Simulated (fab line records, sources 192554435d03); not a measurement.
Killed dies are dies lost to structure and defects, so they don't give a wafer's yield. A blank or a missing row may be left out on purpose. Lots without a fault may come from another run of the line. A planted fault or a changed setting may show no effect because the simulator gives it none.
fab line records | flow n5_finfet
record lots=10 wafers=29 last_day=17
route steps=1938 shown BEOL_M2@916 BEOL_M4@1111 PASSIVATION@1936
lots that met no fault: from a run of the same line without faults
start_h: hours from the record's first day to the start of the lot's first wafer shown | wait_h: hours since the lot's step before | " the same as in the row above | L1.1+2: a row that stands for several wafers | - no value, or no start given | * or withheld: withheld | < > ~ a bound
route shown NAME@n: a module of which the file shows steps, and the number in the route of the first | usual: mean/standard deviation of fault-free wafers | same: alike in all rows | chamber/n: place in a boat | sites: the reading at each site | _std_site: their standard deviation | _edge_site: outer sites' mean less inner sites' | radius_mm: how far each site lies from the wafer's centre | mask NAME#n: copy n | behind: the tool/chamber that last shaped the wafer | hold: why the lot was held/for how many hours/how that ended | device: the transistor (n, p or np) that didn't switch | end of line: the same wafers' tests at the end of the route | a step without rows: its recipe alone | killed: dies lost to structure and defects at the first sort, not the wafer's yield | map: a wafer's dies, x killed, . not, _ none there
set.NAME: the setting as run; set.NAME@STEP: as run at that earlier step | model.NAME: the simulator's own value behind a step, which no gauge read
steps of the route over a sample of lots; a table a step, a row a wafer
services: from which hour (start_h, from the record's first day; less than 0 if before it) a tool's chamber was out of use, for how many hours, and why
## steps
# step N5_BEOL_M2_SPUTTER_92
# recipe material=Cu target_thk_a=45 temp_c=-20 chamber_pressure_pa=0.07 power_w=withheld time_s=8.29
# usual throttle_valve_pct=30.2/0.9
# columns lot.wafer tool chamber start_h wait_h throttle_valve_pct
L893.4 pvd_sputter-01 - 147.10 0.1 30.8
L893.5 " - " " 30.7
L893.6 " - " " 28.9
L894.2 pvd_sputter-01 - 149.68 0.1 30.5
L894.3 " - " " 30.7
L894.5 " - " " 29.6
L895.2 pvd_sputter-01 - 153.04 0.1 30.5
L895.4 " - " " 28.9
L895.5 " - " " 29.7
L898.1 pvd_sputter-01 - 171.40 0.1 29.7
L898.2 " - " " 28.5
L898.5 " - " " 30.5
L900.3 pvd_sputter-01 - 193.77 0.1 30.7
L900.5 " - " " 30.4
L900.6 " - " " 28.4
L901.1 pvd_sputter-03 - 196.19 0.1 29.7
L901.4 " - " " 30.9
L901.5 " - " " 31.5
L899.1 pvd_sputter-02 - 199.64 0.1 29.8
L899.5 " - " " 30.7
L899.6 " - " " 31.5
L912.2 pvd_sputter-02 - 248.72 0.1 29.8
L912.3 " - " " 30.7
L912.4 " - " " 29.9
L911.2 pvd_sputter-02 - 254.41 0.1 31.9
L911.6 " - " " 31.7
L916.2 pvd_sputter-03 - 278.95 0.1 29.6
L916.3 " - " " 30.5
L916.4 " - " " 32.0
# step N5_BEOL_M2_ECD_50
# recipe material=Cu target_thk_a=3000
# columns lot.wafer tool chamber start_h wait_h
L893.4+5+6 ecd_cu-02 0,1,0 147.67 0.1
L894.2+3+5 ecd_cu-02 1,0,0 150.23 0.1
L895.2+4+5 ecd_cu-01 0 153.60 0.1
L898.1+2+5 ecd_cu-02 1,0,0 171.96 0.1
L900.3+5+6 ecd_cu-02 0,1,0 194.36 0.1
L901.1+4+5 ecd_cu-02 0 196.75 0.1
L899.1+5+6 ecd_cu-02 1,0,1 200.19 0.1
L912.2+3+4 ecd_cu-01 1,0,1 249.28 0.1
L911.2+6 ecd_cu-01 1,0 254.96 0.1
L916.2+3+4 ecd_cu-01 1,0,1 279.51 0.1
# step N5_BEOL_M2_CMP_52
# recipe stop_on=SiOC t_overpolish_s=6.8 down_force_psi=1 platen_rpm=50 clearing_platen_down_force_psi=1.5 clearing_platen_rpm=50 post_cmp_clean=cu_alkaline target_thk_nm=40 clearing_platen_pad_velocity_m_s=0.99484 pad_velocity_m_s=0.99484
# usual motor_current_A=6.1/0.79 platen_rpm=50.00/0.037 slurry_filter_dp_kPa=13.50/0.14 time_to_endpoint_s=62.7/2.6
# columns lot.wafer tool chamber start_h wait_h motor_current_A platen_rpm slurry_filter_dp_kPa time_to_endpoint_s
L893.4 cmp-04 3 148.12 0.2 6.3 49.99 13.58 64.1
L893.5 " 1 " " 6.0 50.01 13.64 65.7
L893.6 " 2 " " 5.9 49.99 13.83 62.5
L894.3 cmp-04 2 151.16 0.7 5.4 50.03 13.58 61.3
L894.2 " 3 " " 6.7 49.98 13.59 66.4
L894.5 " 1 " " 5.8 50.02 13.42 61.6
L895.4 cmp-02 1 154.08 0.2 6.0 50.00 13.48 59.6
L895.2 " 3 " " 7.5 50.02 13.36 57.6
L895.5 " 1 " " 6.0 49.99 13.61 58.5
L898.1 cmp-02 0 172.62 0.3 5.5 50.08 13.67 66.0
L898.2 " 2 " " 5.2 50.02 13.38 60.4
L898.5 " 3 " " 7.6 50.02 13.45 60.2
L900.3 cmp-04 1 194.72 0.2 5.3 49.97 13.60 63.7
L900.6 " 1 " " 6.0 50.02 13.30 59.1
L900.5 " 2 " " 5.4 50.01 13.59 62.2
L901.1 cmp-02 2 197.17 0.3 5.2 50.01 13.49 60.0
L901.4 " 0 " " 5.5 50.07 13.62 61.7
L901.5 " 2 " " 5.4 50.01 13.31 29.0
L899.1 cmp-01 0 200.68 0.4 6.5 49.95 13.49 63.1
L899.6 " 1 " " 7.7 50.01 13.46 60.3
L899.5 " 2 " " 6.1 49.97 13.37 34.9
L912.2 cmp-02 0 249.69 0.2 5.5 50.00 13.42 67.8
L912.4 " 1 " " 5.9 49.95 13.54 65.8
L912.3 " 2 " " 5.3 50.03 13.44 64.4
L911.2 cmp-02 2 255.45 0.3 5.3 50.03 13.55 64.6
L911.6 " 3 " " 7.5 49.99 13.53 66.0
L916.3 cmp-02 3 279.88 0.2 7.5 49.96 13.42 62.3
L916.2 " 0 " " 5.5 49.98 13.43 61.6
L916.4 " 1 " " 5.6 49.95 13.28 60.9
# step N5_BEOL_M2_DEP_57
# recipe material=SiCN target_thk_a=80 temp_c=withheld precursor=3MS/NH3 pressure_torr=3 rf_w=202 time_s=14
# usual showerhead_plenum_p_Torr=3.665/0.011 throttle_valve_pct=9.3/0.62
# columns lot.wafer tool chamber start_h wait_h showerhead_plenum_p_Torr since_wet_clean_h throttle_valve_pct
L893.4 pecvd-04 2 148.54 0.0 3.685 - 8.8
L893.5 " 1 " " 3.644 - 9.1
L893.6 " 0 " " 3.658 - 9.5
L894.2 pecvd-04 1 151.57 0.0 3.649 1943 9.3
L894.3 " 0 " " 3.664 1218 9.6
L894.5 " 2 " " 3.670 - 9.4
L895.2 pecvd-03 1 154.53 0.0 3.678 1402 10.3
L895.4 " 2 " " 3.671 - 9.8
L895.5 " 1 " " 3.669 - 10.4
L898.1 pecvd-02 0 173.07 0.0 3.676 877 8.8
L898.2 " 1 " " 3.632 1602 8.6
L898.5 " 0 " " 3.673 - 8.9
L900.3 pecvd-03 0 195.21 0.0 3.662 471 9.0
L900.5 " 0 " " 3.659 - 9.1
L900.6 " 2 " " 3.675 - 9.9
L901.1 pecvd-02 1 197.62 0.0 3.647 1627 8.9
L901.4 " 0 " " 3.678 - 9.3
L901.5 " 2 " " 3.657 - 8.8
L899.1 pecvd-04 0 201.08 0.0 3.666 1267 9.8
L899.5 " 1 " " 3.654 - 9.2
L899.6 " 0 " " 3.668 - 9.3
L912.2 pecvd-04 1 250.14 0.0 3.652 2042 9.1
L912.3 " 0 " " 3.669 1317 9.5
L912.4 " 1 " " 3.648 - 9.1
L911.2 pecvd-04 1 255.93 0.0 3.648 2047 9.3
L911.6 " 0 " " 3.663 - 9.2
L916.2 pecvd-04 2 280.37 0.0 3.664 593 8.9
L916.3 " 0 " " 3.664 1347 9.5
L916.4 " 0 " " 3.663 - 9.2
# step N5_BEOL_M2_INSPECT_59
# recipe inspect_instrument=darkfield mode=post_dep
# usual raw_defect_count=73/20
# columns lot.wafer tool chamber start_h wait_h raw_defect_count
L893.4 defect_inspect-01 - 148.62 0.0 66
L893.5 " - " " 70
L893.6 " - " " 92
L894.2 defect_inspect-01 - 151.67 0.0 53
L894.3 " - " " 86
L894.5 " - " " 41
L895.2 defect_inspect-01 - 154.62 0.0 40
L895.4 " - " " 55
L895.5 " - " " 68
L898.1 defect_inspect-01 - 173.16 0.0 71
L898.2 " - " " 78
L898.5 " - " " 66
L900.3 defect_inspect-01 - 195.31 0.0 125
L900.5 " - " " 81
L900.6 " - " " 97
L901.1 defect_inspect-02 - 197.72 0.0 82
L901.4 " - " " 101
L901.5 " - " " 90
L899.1 defect_inspect-02 - 201.17 0.0 59
L899.5 " - " " 56
L899.6 " - " " 93
L912.2 defect_inspect-02 - 250.23 0.0 66
L912.3 " - " " 79
L912.4 " - " " 60
L911.2 defect_inspect-01 - 256.02 0.0 71
L911.6 " - " " 70
L916.2 defect_inspect-02 - 280.46 0.0 91
L916.3 " - " " 86
L916.4 " - " " 60
# step N5_BEOL_M4_RC_MEAS_101
# usual DIBL_N=36.2/1.4 DIBL_P=36.1/1.5 IOFF_N=0.153/0.02 IOFF_P=0.215/0.03 ION_N=672/8.6 ION_P=463/6.8 SS_N=71.5/0.47 SS_P=73.3/0.57 VT_N=250.6/2.4 VT_P=-249/3.2
# columns lot.wafer tool chamber start_h wait_h DIBL_N[mV/V] DIBL_P[mV/V] IOFF_N[nA/um] IOFF_P[nA/um] ION_N[uA/um] ION_P[uA/um] SS_N[mV/dec] SS_P[mV/dec] VT_N[mV] VT_P[mV]
L894.2 prober-02 0 169.79 0.2 34.2 34.5 0.138 0.227 667 469 71.9 73.4 252.3 -246
L894.3 " 0 " " 36.8 37.8 0.194 0.293 698 488 72.0 74.1 244.4 -244
L894.5 " 0 " " 33.5 33.2 0.126 0.204 671 473 71.0 73.4 253.8 -246
L893.4 prober-01 0 170.06 0.5 37.6 37.9 0.159 0.247 674 474 72.6 72.9 249.2 -247
L893.5 " 0 " " 37.6 38.2 0.161 0.259 665 465 72.1 73.1 249.9 -245
L893.6 " 0 " " 37.4 37.4 0.151 0.246 661 464 72.0 73.3 252.7 -247
L895.2 prober-01 0 175.96 0.2 38.6 38.4 0.186 0.248 673 464 71.8 74.6 246.8 -245
L895.4 " 0 " " 38.9 38.0 0.179 0.249 676 461 73.0 73.8 248.2 -247
L895.5 " 0 " " 37.4 36.7 0.161 0.224 667 457 72.1 73.5 249.3 -250
L898.1 prober-02 0 195.10 0.0 36.7 37.2 0.156 0.219 668 460 71.6 73.6 251.8 -251
L898.2 " 0 " " 33.9 33.7 0.113 0.172 652 455 70.8 71.9 258.3 -254
L898.5 " 0 " " 36.0 36.6 0.146 0.215 662 462 71.3 73.3 250.5 -251
L900.3 prober-02 0 214.07 0.3 34.3 33.5 0.120 0.195 661 468 71.3 72.6 255.7 -250
L900.5 " 0 " " 36.0 35.1 0.144 0.229 673 470 71.5 73.6 250.6 -248
L900.6 " 0 " " 35.6 34.9 0.146 0.223 669 466 71.7 73.7 251.3 -248
L901.1 prober-02 0 219.67 0.0 34.9 36.3 0.130 0.186 673 461 71.5 73.1 254.1 -253
L901.4 " 0 " " 36.1 37.6 0.150 0.212 668 463 71.2 73.0 250.0 -251
L901.5 " 0 " " 35.3 36.3 0.134 0.204 673 467 71.8 73.3 253.3 -251
L899.1 prober-01 0 221.33 0.0 36.0 36.4 0.159 0.242 676 472 72.3 73.8 249.5 -244
L899.5 " 0 " " 35.7 36.1 0.144 0.236 666 471 71.4 72.5 252.1 -245
L899.6 " 0 " " 35.8 37.0 0.159 0.255 674 476 71.3 73.1 251.9 -244
L912.2 prober-02 0 271.24 0.2 36.3 35.7 0.150 0.215 659 459 71.2 73.9 250.0 -248
L912.3 " 0 " " 37.0 35.8 0.161 0.217 677 465 71.5 73.6 248.7 -251
L912.4 " 0 " " 35.8 34.3 0.135 0.189 669 465 71.2 72.8 250.4 -252
L911.2 prober-02 0 276.83 0.2 34.2 34.1 0.130 0.173 667 460 71.3 73.0 253.5 -253
L911.6 " 0 " " 34.9 35.8 0.148 0.189 682 460 70.9 73.8 249.9 -252
L916.2 prober-01 0 302.39 0.2 34.1 35.2 0.146 0.200 676 467 70.4 73.2 249.4 -249
L916.3 " 0 " " 36.1 37.2 0.166 0.217 667 462 71.7 73.4 249.0 -247
L916.4 " 0 " " 35.6 36.6 0.160 0.213 676 461 71.5 73.7 250.4 -251
# step N5_PASSIVATION_PROBE_49
# usual defect_limited_yield=91.3/1.3 killed_at_M0_to_M3=35/13 killed_at_M4_up=13/5.2 killed_at_contacts=12/6.2 killed_at_front_end=39/9.6 killed_at_other=3.1/2.6 killed_dies=102/16 killed_open=68/13 killed_short=33/6.9 sort_bin_5_function=5.1/0.87 sort_bin_6_memory=3.3/0.67 sort_n_pass=1078/16 sort_yield_pct=91.3/1.3
# same gross_dies=1180 killed_at_back_side=0 sort_bin_4_leakage[%]=0 sort_bin_8_speed[%]=0
# columns lot.wafer tool chamber start_h wait_h defect_limited_yield[%] killed_at_M0_to_M3 killed_at_M4_up killed_at_contacts killed_at_front_end killed_at_other killed_dies killed_open killed_short sort_bin_5_function[%] sort_bin_6_memory[%] sort_n_pass sort_yield_pct[%]
L894.2 prober-01 - 270.30 0.1 91.0 40 14 6 45 1 106 73 33 5.2 3.5 1074 91.0
L894.3 prober-01 - 270.35 0.1 92.4 25 23 3 36 3 90 62 28 4.3 3.1 1090 92.4
L894.5 prober-01 - 270.45 0.2 92.6 33 15 13 26 0 87 57 29 4.8 2.4 1093 92.6
L895.2 prober-01 - 273.55 0.1 89.9 24 11 23 59 2 119 78 40 5.1 4.3 1061 89.9
L895.4 prober-01 - 273.65 0.2 91.1 33 8 11 49 4 105 74 31 5.5 2.9 1075 91.1
L895.5 prober-01 - 273.70 0.2 90.1 43 12 20 39 3 117 73 39 6.1 3.5 1063 90.1
L893.4 prober-01 - 276.79 0.2 91.9 40 14 12 29 1 96 65 29 5.3 2.6 1084 91.9
L893.5 prober-01 - 276.84 0.2 93.1 17 14 17 33 0 81 57 23 3.9 2.7 1099 93.1
L893.6 prober-01 - 276.89 0.3 94.7 16 9 8 29 0 62 43 18 3.1 1.9 1118 94.7
L898.1 prober-01 - 296.84 0.0 90.8 13 12 27 48 8 108 88 20 5.0 3.9 1072 90.8
L898.2 prober-01 - 296.89 0.1 91.8 23 15 17 37 5 97 57 37 4.8 3.0 1083 91.8
L898.5 prober-01 - 297.04 0.2 91.8 13 20 15 43 6 97 64 33 5.0 2.9 1083 91.8
L900.3 prober-01 - 315.38 0.1 92.3 38 10 6 35 2 91 59 31 5.3 2.5 1089 92.3
L900.5 prober-01 - 315.48 0.2 91.0 44 13 10 38 1 106 79 27 5.3 3.5 1074 91.0
L900.6 prober-01 - 315.53 0.3 89.7 62 13 6 38 2 121 90 27 5.3 4.4 1059 89.7
L901.1 prober-01 - 321.95 0.0 92.3 29 19 10 30 3 91 59 31 4.7 2.5 1089 92.3
L901.4 prober-01 - 322.10 0.2 94.5 19 19 4 18 5 65 41 23 3.1 1.9 1115 94.5
L901.5 prober-01 - 322.15 0.2 93.3 19 11 10 36 3 79 44 35 3.7 2.5 1101 93.3
L899.1 prober-02 - 327.61 0.0 91.4 42 10 10 36 3 101 71 30 4.3 3.9 1079 91.4
L899.5 prober-02 - 327.81 0.2 87.8 58 15 12 53 6 144 115 28 7.9 4.3 1036 87.8
L899.6 prober-02 - 327.86 0.3 88.6 64 9 11 44 7 135 94 39 6.0 4.9 1045 88.6
L912.2 prober-02 - 374.77 0.1 91.1 41 9 14 38 3 105 74 28 5.6 3.1 1075 91.1
L912.3 prober-02 - 374.82 0.1 91.2 47 15 9 32 1 104 67 33 5.1 3.5 1076 91.2
L912.4 prober-02 - 374.87 0.2 90.9 36 8 20 38 5 107 73 33 5.2 3.7 1073 90.9
L911.2 prober-02 - 377.67 0.1 91.2 37 9 9 46 3 104 60 44 5.1 3.3 1076 91.2
L911.6 prober-02 - 377.87 0.3 90.6 39 12 5 51 4 111 69 37 6.1 2.8 1069 90.6
L916.2 prober-02 - 399.55 0.1 88.6 17 27 19 70 1 134 94 39 7.4 3.6 1046 88.6
L916.3 prober-02 - 399.60 0.1 91.6 25 26 11 36 1 99 61 37 4.7 3.4 1081 91.6
L916.4 prober-02 - 399.65 0.2 89.5 25 17 15 67 0 124 81 39 5.5 4.4 1056 89.5
# killed by level:class
L894.2 BEOL_M3:geometric_particle:open=17 FIN_SAQP:geometric_particle:open=12 FIN_SAQP:geometric_particle:short=11 BEOL_M0_SAQP:geometric_particle:short=9 BEOL_M0_SAQP:geometric_particle:open=7 STI_FIN_REVEAL:geometric_particle:open=6 DUMMY_GATE:geometric_particle:open=6 BEOL_M5:geometric_particle:open=6
L894.3 FIN_SAQP:geometric_particle:open=10 STI_FIN_REVEAL:geometric_particle:open=10 BEOL_M4:geometric_particle:open=10 BEOL_M0_SAQP:geometric_particle:short=8 STI_FIN_REVEAL:geometric_particle:short=5 BEOL_M2:geometric_particle:open=5 BEOL_M1:geometric_particle:open=4 BEOL_M4:geometric_particle:short=4
L894.5 MOL_CONTACT_COAG:geometric_particle:open=11 BEOL_M0_SAQP:geometric_particle:short=9 BEOL_M2:geometric_particle:open=8 BEOL_M0_SAQP:geometric_particle:open=8 DUMMY_GATE:geometric_particle:open=6 BEOL_M6:geometric_particle:short=5 FIN_SAQP:geometric_particle:open=4 STI_FIN_REVEAL:geometric_particle:open=4
L895.2 MOL_CONTACT_COAG:geometric_particle:open=19 FIN_SAQP:geometric_particle:open=14 STI_FIN_REVEAL:geometric_particle:open=14 BEOL_M0_SAQP:geometric_particle:short=8 BEOL_M4:geometric_particle:open=7 STARTING-WAFER:geometric_particle:short=6 DUMMY_GATE:geometric_particle:open=6 FIN_SAQP:geometric_particle:short=5
L895.4 STI_FIN_REVEAL:geometric_particle:open=12 MOL_CONTACT_COAG:geometric_particle:open=10 FIN_SAQP:geometric_particle:short=9 BEOL_M0_SAQP:geometric_particle:short=9 FIN_SAQP:geometric_particle:open=7 DUMMY_GATE:geometric_particle:open=7 BEOL_M0_SAQP:geometric_particle:open=7 BEOL_M2:geometric_particle:open=7
L895.5 MOL_CONTACT_COAG:geometric_particle:open=15 BEOL_M1:geometric_particle:open=12 FIN_SAQP:geometric_particle:open=9 BEOL_M0_SAQP:geometric_particle:short=8 BEOL_M3:geometric_particle:open=7 BEOL_M0_SAQP:geometric_particle:open=6 BEOL_M3:geometric_particle:short=6 MOL_CONTACT_COAG:geometric_particle:short=5
L893.4 BEOL_M0_SAQP:geometric_particle:short=10 MOL_CONTACT_COAG:geometric_particle:open=9 BEOL_M0_SAQP:geometric_particle:open=8 FIN_SAQP:geometric_particle:open=6 BEOL_M0:geometric_particle:open=6 BEOL_M4:geometric_particle:open=6 BEOL_M1:geometric_particle:open=4 BEOL_M2:geometric_particle:open=4
L893.5 MOL_CONTACT_COAG:geometric_particle:open=12 DUMMY_GATE:geometric_particle:open=7 STI_FIN_REVEAL:geometric_particle:open=6 BEOL_M1:geometric_particle:open=6 MOL_CONTACT_COAG:geometric_particle:short=5 GATE_CUT:geometric_particle:short=4 BEOL_M4:geometric_particle:open=4 STARTING-WAFER:geometric_particle:open=4
L893.6 FIN_SAQP:geometric_particle:open=8 MOL_CONTACT_COAG:geometric_particle:open=6 BEOL_M1:geometric_particle:open=6 BEOL_M2:geometric_particle:open=6 STI_FIN_REVEAL:geometric_particle:short=4 GATE_CUT:geometric_particle:short=4 FIN_SAQP:geometric_particle:short=3 BEOL_M6:geometric_particle:open=3
L898.1 MOL_CONTACT_COAG:geometric_particle:open=22 STI_FIN_REVEAL:geometric_particle:open=15 BEOL_M4:geometric_particle:open=10 DUMMY_GATE:geometric_particle:open=9 FIN_SAQP:geometric_particle:open=7 MOL_CONTACT_COAG:geometric_particle:short=5 GATE_CUT:geometric_particle:short=4 BEOL_M1:geometric_particle:open=4
L898.2 MOL_CONTACT_COAG:geometric_particle:open=14 FIN_SAQP:geometric_particle:short=11 BEOL_M1:geometric_particle:open=8 FIN_SAQP:geometric_particle:open=7 BEOL_M1:geometric_particle:short=4 BEOL_M0_SAQP:geometric_particle:short=4 BEOL_M4:geometric_particle:open=4 STI_FIN_REVEAL:geometric_particle:short=3
L898.5 MOL_CONTACT_COAG:geometric_particle:open=14 BEOL_M4:geometric_particle:open=12 FIN_SAQP:geometric_particle:open=11 FIN_SAQP:geometric_particle:short=10 DUMMY_GATE:geometric_particle:open=5 GATE_CUT:geometric_particle:short=5 BEOL_M1:geometric_particle:open=5 BEOL_M2:geometric_particle:open=4
L900.3 BEOL_M3:geometric_particle:open=11 BEOL_M0_SAQP:geometric_particle:open=9 STI_FIN_REVEAL:geometric_particle:open=7 BEOL_M0_SAQP:geometric_particle:short=6 BEOL_M2:geometric_particle:open=6 FIN_SAQP:geometric_particle:open=4 GATE_CUT:geometric_particle:short=4 STARTING-WAFER:geometric_particle:open=4
L900.5 BEOL_M3:geometric_particle:open=11 BEOL_M0_SAQP:geometric_particle:open=10 BEOL_M2:geometric_particle:open=10 BEOL_M4:geometric_particle:open=9 FIN_SAQP:geometric_particle:open=8 STI_FIN_REVEAL:geometric_particle:open=8 STARTING-WAFER:geometric_particle:open=6 MOL_CONTACT_COAG:geometric_particle:open=6
L900.6 BEOL_M0_SAQP:geometric_particle:open=18 BEOL_M0_SAQP:geometric_particle:short=14 BEOL_M3:geometric_particle:open=14 STI_FIN_REVEAL:geometric_particle:open=11 FIN_SAQP:geometric_particle:open=7 BEOL_M4:geometric_particle:open=7 MOL_CONTACT_COAG:geometric_particle:open=6 BEOL_M2:geometric_particle:open=6
L901.1 BEOL_M0_SAQP:geometric_particle:open=9 BEOL_M4:geometric_particle:open=7 MOL_CONTACT_COAG:geometric_particle:open=6 BEOL_M0_SAQP:geometric_particle:short=6 BEOL_M2:geometric_particle:open=6 BEOL_M5:geometric_particle:open=6 DUMMY_GATE:geometric_particle:open=4 ILD0:geometric_particle:open=4
L901.4 FIN_SAQP:geometric_particle:open=7 BEOL_M4:geometric_particle:open=6 BEOL_M0_SAQP:geometric_particle:open=5 FIN_SAQP:geometric_particle:short=4 MOL_CONTACT_COAG:geometric_particle:open=4 BEOL_M4:geometric_particle:short=4 BEOL_M0_SAQP:geometric_particle:short=3 BEOL_M1:geometric_particle:open=3
L901.5 BEOL_M0_SAQP:geometric_particle:open=8 MOL_CONTACT_COAG:geometric_particle:short=6 FIN_SAQP:geometric_particle:short=5 DUMMY_GATE:geometric_particle:open=5 BEOL_M0_SAQP:geometric_particle:short=5 FIN_SAQP:geometric_particle:open=4 GATE_CUT:geometric_particle:short=4 MOL_CONTACT_COAG:geometric_particle:open=4
L899.1 BEOL_M0_SAQP:geometric_particle:open=20 STI_FIN_REVEAL:geometric_particle:open=7 MOL_CONTACT_COAG:geometric_particle:open=7 FIN_SAQP:geometric_particle:open=6 BEOL_M1:geometric_particle:open=5 BEOL_M3:geometric_particle:open=5 FIN_SAQP:geometric_particle:short=4 DUMMY_GATE:geometric_particle:open=4
L899.5 STI_FIN_REVEAL:geometric_particle:open=21 BEOL_M2:geometric_particle:open=17 BEOL_M0_SAQP:geometric_particle:open=12 MOL_CONTACT_COAG:geometric_particle:open=11 BEOL_M0_SAQP:geometric_particle:short=9 DUMMY_GATE:geometric_particle:open=8 BEOL_M3:geometric_particle:open=8 FIN_SAQP:geometric_particle:open=5
L899.6 BEOL_M2:geometric_particle:open=14 FIN_SAQP:geometric_particle:open=13 BEOL_M0_SAQP:geometric_particle:open=13 MOL_CONTACT_COAG:geometric_particle:open=11 BEOL_M3:geometric_particle:open=9 STI_FIN_REVEAL:geometric_particle:open=8 BEOL_M0_SAQP:geometric_particle:short=8 BEOL_M1:geometric_particle:short=8
L912.2 MOL_CONTACT_COAG:geometric_particle:open=12 FIN_SAQP:geometric_particle:open=10 BEOL_M2:geometric_particle:open=10 STI_FIN_REVEAL:geometric_particle:open=8 BEOL_M0_SAQP:geometric_particle:short=8 BEOL_M1:geometric_particle:open=8 DUMMY_GATE:geometric_particle:open=7 BEOL_M0_SAQP:geometric_particle:open=4
L912.3 FIN_SAQP:geometric_particle:open=13 BEOL_M2:geometric_particle:open=8 BEOL_M0_SAQP:geometric_particle:short=8 MOL_CONTACT_COAG:geometric_particle:open=8 BEOL_M1:geometric_particle:open=8 BEOL_M3:geometric_particle:open=7 BEOL_M0_SAQP:geometric_particle:open=6 FIN_SAQP:geometric_particle:short=4
L912.4 MOL_CONTACT_COAG:geometric_particle:open=16 STI_FIN_REVEAL:geometric_particle:open=10 BEOL_M0_SAQP:geometric_particle:open=8 BEOL_M3:geometric_particle:open=7 FIN_SAQP:geometric_particle:open=6 BEOL_M4:geometric_particle:open=6 BEOL_M1:geometric_particle:open=5 BEOL_M2:geometric_particle:open=5
L911.2 BEOL_M0_SAQP:geometric_particle:short=11 STI_FIN_REVEAL:geometric_particle:open=10 MOL_CONTACT_COAG:geometric_particle:open=8 BEOL_M0_SAQP:geometric_particle:open=8 FIN_SAQP:geometric_particle:short=7 GATE_CUT:geometric_particle:open=7 BEOL_M2:geometric_particle:open=6 GATE_CUT:geometric_particle:short=5
L911.6 STI_FIN_REVEAL:geometric_particle:open=11 BEOL_M0_SAQP:geometric_particle:open=11 BEOL_M0_SAQP:geometric_particle:short=9 BEOL_M3:geometric_particle:open=8 FIN_SAQP:geometric_particle:open=7 GATE_CUT:geometric_particle:short=5 BEOL_M4:geometric_particle:open=5 FIN_SAQP:geometric_particle:short=4
L916.2 STI_FIN_REVEAL:geometric_particle:open=20 FIN_SAQP:geometric_particle:open=18 BEOL_M4:geometric_particle:open=18 MOL_CONTACT_COAG:geometric_particle:open=14 FIN_SAQP:geometric_particle:short=13 BEOL_M2:geometric_particle:open=6 MOL_CONTACT_COAG:geometric_particle:short=5 BEOL_M4:geometric_particle:short=5
L916.3 BEOL_M4:geometric_particle:open=15 MOL_CONTACT_COAG:geometric_particle:open=9 GATE_CUT:geometric_particle:short=8 BEOL_M2:geometric_particle:open=7 BEOL_M0_SAQP:geometric_particle:short=6 FIN_SAQP:geometric_particle:open=5 STI_FIN_REVEAL:geometric_particle:open=5 STARTING-WAFER:geometric_particle:short=5
L916.4 STI_FIN_REVEAL:geometric_particle:open=15 MOL_CONTACT_COAG:geometric_particle:open=14 GATE_CUT:geometric_particle:open=12 FIN_SAQP:geometric_particle:short=11 GATE_CUT:geometric_particle:short=8 FIN_SAQP:geometric_particle:open=7 BEOL_M2:geometric_particle:open=7 BEOL_M4:geometric_particle:open=6
## services
# columns tool chamber start_h hours kind
cmp-04 - 123.65 - consumable_replace:conditioner
cmp-04 - 123.65 - consumable_replace:pad
cmp-04 - 125.54 2.5 repair
ecd_cu-01 - 126.21 2.8 repair
pecvd-03 - 127.35 0.5 repair
cmp-01 - 140.37 18.0 pm
pvd_sputter-03 - 140.90 4.9 repair
pecvd-04 2 140.98 5.5 scheduled_down
cmp-02 - 148.02 6.0 pm
ecd_cu-02 - 152.31 1.1 repair
cmp-04 - 181.50 0.7 repair
cmp-02 - 191.26 3.9 repair
pecvd-02 - 198.18 2.8 pm
pecvd-03 2 202.38 - clean
pecvd-03 2 202.38 - consumable_replace:showerhead
cmp-01 - 227.14 8.5 repair
cmp-04 - 233.26 0.4 repair
cmp-02 - 242.03 4.0 pm
pecvd-03 - 243.56 0.8 repair
cmp-02 - 246.03 - consumable_replace:conditioner
cmp-02 - 246.03 - consumable_replace:pad
pecvd-02 1 254.24 5.4 repair
cmp-04 - 269.15 1.0 repair
cmp-01 - 271.91 4.0 pm
## key
first_sign step=N5_BEOL_M2_CMP_52 reading=time_to_endpoint_s direction=down sigmas=12 usual=* struck=*
effect none on later readings
met_at N5_BEOL_M2_ECD_50
struck_lots L899,L901
struck_wafers L899.5,L901.5
not_acting_at N5_BEOL_M2_SPUTTER_92,N5_BEOL_M2_DEP_57,N5_BEOL_M2_INSPECT_59
onset_between 194.36 196.75
fault kind=process_parameter_drift tool=ecd_cu-02 chamber=- onset_h=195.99 steps=N5_BEOL_M2_ECD_50 channel=target_thk_a offset=* shape=step end_h=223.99 scope=struck_wafers_only acts_in=* stated=*
